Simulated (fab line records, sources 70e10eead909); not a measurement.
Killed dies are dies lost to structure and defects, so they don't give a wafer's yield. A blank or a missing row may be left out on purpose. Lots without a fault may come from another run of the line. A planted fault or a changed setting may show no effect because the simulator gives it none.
Chamber matching | flow nand_harc | NHARC_P_GATE_ALD_36 on ald_sin-02: 4 sister chambers
The step deposits SiNx, target thk 20 nm, pulse time 60 s, ald cycles 223. 4 wafers are shown with their chamber, then 8 later ones without.

WAFERS WITH THEIR CHAMBER
wafer  | chamber | heater_power_w (W)
L084.3 | 2       | 754
L086.1 | 3       | 839
L086.5 | 0       | 873
L088.3 | 1       | 899

WAFERS WITHOUT THEIR CHAMBER
wafer  | heater_power_w (W)
L088.5 | 847
L088.6 | 746
L092.1 | 849
L092.3 | 891
L092.2 | 923
L095.4 | 969
L095.2 | 884
L095.6 | 969

WHICH CHAMBER EACH WENT THROUGH
wafer  | from the rows above          | in truth
L088.5 | can't be placed: 3 or 0 or 1 | 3
L088.6 | 2                            | 2
L092.1 | can't be placed: 3 or 0 or 1 | 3
L092.3 | can't be placed: 1 or 0 or 3 | 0
L092.2 | can't be placed: 1 or 0 or 3 | 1
L095.4 | can't be placed: 1 or 0 or 3 | 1
L095.2 | can't be placed: 0 or 1 or 3 | 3
L095.6 | can't be placed: 1 or 0 or 3 | 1
Placed correctly: 1 of 8. Can't be placed from these rows: 7 (the true chamber is among the candidates in 7). Placed wrongly: 0.
How it was worked out, from the rows above alone: a wafer's distance from a chamber is the root of the sum, over the readings, of the square of ((its reading less the chamber's mean) divided by the reading's scatter). The wafer belongs to the nearest chamber; if the next one is less than 2 further off, it can't be placed. A chamber's mean is the mean of its shown wafers. The scatter: with one shown wafer a chamber, the root of the mean of the squares of how far each hidden wafer lies from its nearest shown one.
